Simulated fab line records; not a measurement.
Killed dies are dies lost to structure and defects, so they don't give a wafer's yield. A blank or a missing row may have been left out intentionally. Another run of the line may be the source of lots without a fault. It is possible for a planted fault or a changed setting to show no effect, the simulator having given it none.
Which tool did it?    flow n5 finfet    33 wafers from 11 lots sampled at 3 of the route's 1938 steps

## WHAT THE GAUGES READ, wafer by wafer
N5_BEOL_M7_OVL_MEAS_29.
lot   measured      on          V6_OVL (nm)
L485  day 12 04:26  overlay-01  0.5 1.2 0.1
L484  day 12 07:23  overlay-01  -0.8 -1.4 -0.3
L486  day 12 23:05  overlay-02  -0.7 -0.6 0.9
L487  day 13 02:23  overlay-02  -0.2 -0.3 -0.8
L483  day 14 23:12  overlay-01  0.4 -0.9 -0.2
L498  day 15 22:54  overlay-02  8.1 8.1 9.2
L499  day 16 06:47  overlay-01  9.2 9.2 9.4
L501  day 16 08:50  overlay-01  1.8 1.8 0.4
L500  day 16 08:53  overlay-01  0.7 0.6 1.2
L502  day 16 14:01  overlay-01  -0.4 -0.3 -0.6
L503  day 16 17:47  overlay-01  0.7 0.9 0.7

## WHICH TOOL RAN EACH LOT (tool, then ch and the chambers of the sampled wafers, then the start)
lot   N5_BEOL_M7_HM_OPEN_17              N5_BEOL_M7_EXPOSE_25
L485  rie metal-01 ch 0,1, day 12 02:19  euv scanner-01 ch 0, day 12 04:17
L484  rie metal-02 ch 0,1, day 12 05:37  euv scanner-02 ch 0, day 12 07:14
L486  rie metal-03 ch 0, day 12 21:17    euv scanner-02 ch 0, day 12 22:55
L487  rie metal-01 ch 0, day 13 00:54    euv scanner-01 ch 0, day 13 02:14
L483  rie metal-03 ch 0,1, day 14 22:29  euv scanner-01 ch 0, day 14 23:02
L498  rie metal-01 ch 0,1, day 15 22:09  euv scanner-02 ch 0, day 15 22:44
L499  rie metal-03 ch 0,1, day 16 05:40  euv scanner-02 ch 0, day 16 06:38
L501  rie metal-02 ch 0,1, day 16 05:55  euv scanner-01 ch 0, day 16 08:40
L500  rie metal-02 ch 0, day 16 06:52    euv scanner-01 ch 0, day 16 08:43
L502  rie metal-03 ch 0,1, day 16 10:34  euv scanner-01 ch 0, day 16 13:52
L503  rie metal-01 ch 0,1, day 16 15:35  euv scanner-01 ch 0, day 16 17:38
- N5_BEOL_M7_HM_OPEN_17: chemistry Cl2/BCl3, target TiN, target depth 20 nm, overetch 6 nm.
- N5_BEOL_M7_EXPOSE_25: exposes mask V6, target cd 40 nm.

## THE ANSWER, worked out from the rows above alone
Rule: the lots themselves supply what counts as usual. The widest of any qualifying gaps counts: lots, ordered by their means at a reading, are off when they make up no more than a third of the lots, leave a main group of 4 or more, and stand apart from it by 3 or more times the standard deviation of that group's means. If all means in a main group match to the digits the tables above print for the reading, that group is not used. A lot without any number at a reading at which 4 lots or more have one is off too. Where the step has rows for the other lots, those lots are counted as sound.
Off: L498, L499, seen at N5_BEOL_M7_OVL_MEAS_29 (V6_OVL). For the main group the mean is 0.2 nm and the standard deviation 0.69.
If a tool, at a process step before that reading, ran all the lots that are off and no sound lot after the first of them, it fits. Those tools and the gauges at N5_BEOL_M7_OVL_MEAS_29 are tried in the same way. One candidate fits, namely euv scanner-02 at N5_BEOL_M7_EXPOSE_25. Its last sound lot is L486 (day 12 22:55), its first lot that is off L498 (day 15 22:44): a fault that began between those two fits.

## WHAT HAD BEEN PUT IN BY THE SIMULATOR
Scanner matching overlay: euv scanner-02, from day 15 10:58 on, at N5_BEOL_M7_EXPOSE_25. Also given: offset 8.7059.
Struck lots among those shown: L498, L499. Same finding as the rule above.
